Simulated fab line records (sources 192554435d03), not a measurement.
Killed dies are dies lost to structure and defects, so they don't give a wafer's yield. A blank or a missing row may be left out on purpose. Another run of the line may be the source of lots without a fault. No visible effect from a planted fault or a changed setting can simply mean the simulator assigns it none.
Split-lot study    flow n5_finfet    21 wafers read from 7 lots, route of 1938 steps

ABOUT THE SPLIT
At N5_BEOL_M8_EXPOSE_08 (exposes mask M8), the setting dose_mj was moved away from the recipe's 68.25 on 7 of the 21 wafers read, by -5.6% to +4.3%. This setting was run at the recipe's value on the other wafers.

FROM THE SPLIT TO THE READING: what the file shows between them, 14 steps
- N5_BEOL_M8_PEB_09: peb time 60 s
- N5_BEOL_M8_DEVELOP_10: develop time 30 s
- N5_BEOL_M8_CD_MEAS_11: target cd 38.5 nm
- N5_BEOL_M8_DESCUM_16: chemistry O2, time 7.9 s (also split here: time_s)
- N5_BEOL_M8_ETCH_61: etches SiARC in CF4, target depth 45.5 nm, time 75.8 s
- N5_BEOL_M8_ETCH_62: etches SOC in N2/H2, target depth 110 nm, overetch 22 nm, time 165 s
- N5_BEOL_M8_STRIP_68: strips in N2/H2
- N5_BEOL_M8_HM_OPEN_17: chemistry Cl2/BCl3, target TiN, target depth 20 nm, overetch 6 nm
- N5_BEOL_M8_STRIP_19: strips in O2
- N5_BEOL_M8_CD_MEAS_18: pitch 80 nm, target cd 40 nm
- N5_BEOL_M8_COAT_63: time 60 s, resist thk 60 nm
- N5_BEOL_M8_COAT_64: time 60 s, resist thk 12 nm
- N5_BEOL_M8_PRECLEAN_42: cleans in residue remover, time 60 s
- N5_BEOL_M8_SRD_43: time 30 s

THE READING
cd_nm (nm) at N5_BEOL_M8_CD_MEAS_35, where the cd target is 40 nm. On this fab line, fault-free wafers typically give 40.0 nm with a standard deviation of 0.47 nm.

wafer   tool, chamber at the split  dose_mj as run  against the recipe  cd_nm, nm  against lot-mates on the recipe
L075.3  arfi_scanner-02, 0          68.25           recipe              39.8       -
L075.4  arfi_scanner-02, 0          68.25           recipe              39.4       -
L075.6  arfi_scanner-02, 0          68.25           recipe              39.3       -
L076.3  arfi_scanner-02, 0          68.25           recipe              40.0       -
L076.5  arfi_scanner-02, 0          64.74           -5.1%               37.4       -2.6
L076.6  arfi_scanner-02, 0          64.74           -5.1%               37.2       -2.8
L077.1  arfi_scanner-01, 0          68.25           recipe              40.7       -
L077.2  arfi_scanner-01, 0          68.25           recipe              40.0       -
L077.3  arfi_scanner-01, 0          68.25           recipe              40.2       -
L080.2  arfi_scanner-02, 0          68.25           recipe              39.2       -
L080.3  arfi_scanner-02, 0          68.25           recipe              39.3       -
L080.5  arfi_scanner-02, 0          71.21           +4.3%               41.9       +2.6
L081.3  arfi_scanner-03, 0          68.25           recipe              40.8       -
L081.5  arfi_scanner-03, 0          68.25           recipe              39.8       -
L081.6  arfi_scanner-03, 0          68.25           recipe              40.1       -
L083.1  arfi_scanner-03, 0          70.84           +3.8%               41.9       +1.2
L083.3  arfi_scanner-03, 0          68.25           recipe              40.7       -
L083.4  arfi_scanner-03, 0          70.84           +3.8%               41.9       +1.2
L093.1  arfi_scanner-03, 0          64.41           -5.6%               36.8       -2.4
L093.4  arfi_scanner-03, 0          68.25           recipe              39.2       -
L093.5  arfi_scanner-03, 0          64.41           -5.6%               37.1       -2.1

THE FIT
A straight line over all 21 wafers: cd_nm changes by +0.511 nm for each +1% of dose_mj; r = +0.95; the points scatter about the line by 0.48 nm.
The same after taking each lot's own level away (the mean of its wafers on the recipe; 21 wafers): +0.448 nm for each +1%; r = +0.96; scatter 0.36 nm.
That fit puts the effect of the largest move of dose_mj on the reading at 2.5 nm.
Measured against the standard deviation above, the lots' own levels, which go from 39.20 to 40.70 nm, span 3.2 times it.
In other words, the slope is changed by the lot-to-lot level; the two fits disagree.
Check: -2.59 nm against its lot-mates is what the line predicts for one of the wafers moved furthest among these (-5.6%) when that wafer is left out of the fit. Against them it came out at -2.4 nm.

ADDITIONAL SPLITS CARRIED BY THESE WAFERS
Note: prior to the reading, these wafers also went through further splits. Each is held against what the fit with the lots' levels taken away leaves over:
other split on the same wafers  wafers away from the commonest value  r with cd_nm (lot level and that fit taken away)
N5_BEOL_M7_COAT_71 spin_rpm     8                                     +0.06
N5_BEOL_M8_DESCUM_16 time_s     5                                     -0.11

THE WHOLE CHAIN: every reading that the file lists as answering this split, in the file's order
step                   what it does                                            reading                                                                change (the file's fit)                r (the file's)
N5_BEOL_M8_CD_MEAS_11  target cd 38.5 nm                                       cd_nm                                                                  +0.525 nm for each +1% of the setting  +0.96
N5_BEOL_M8_ETCH_61     etches SiARC in CF4, target depth 45.5 nm, time 75.8 s  BEOL_M8.cd_offset_nm (the simulator's own value, which no gauge read)  +0.493 nm for each +1% of the setting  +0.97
N5_BEOL_M8_CD_MEAS_18  pitch 80 nm, target cd 40 nm                            cd_nm                                                                  +0.485 nm for each +1% of the setting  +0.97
N5_BEOL_M8_CD_MEAS_35  target cd 40 nm                                         cd_nm                                                                  +0.465 nm for each +1% of the setting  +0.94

FILE'S OWN FIT
cd_nm changes by +0.465 nm for each +1% of dose_mj, r = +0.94.
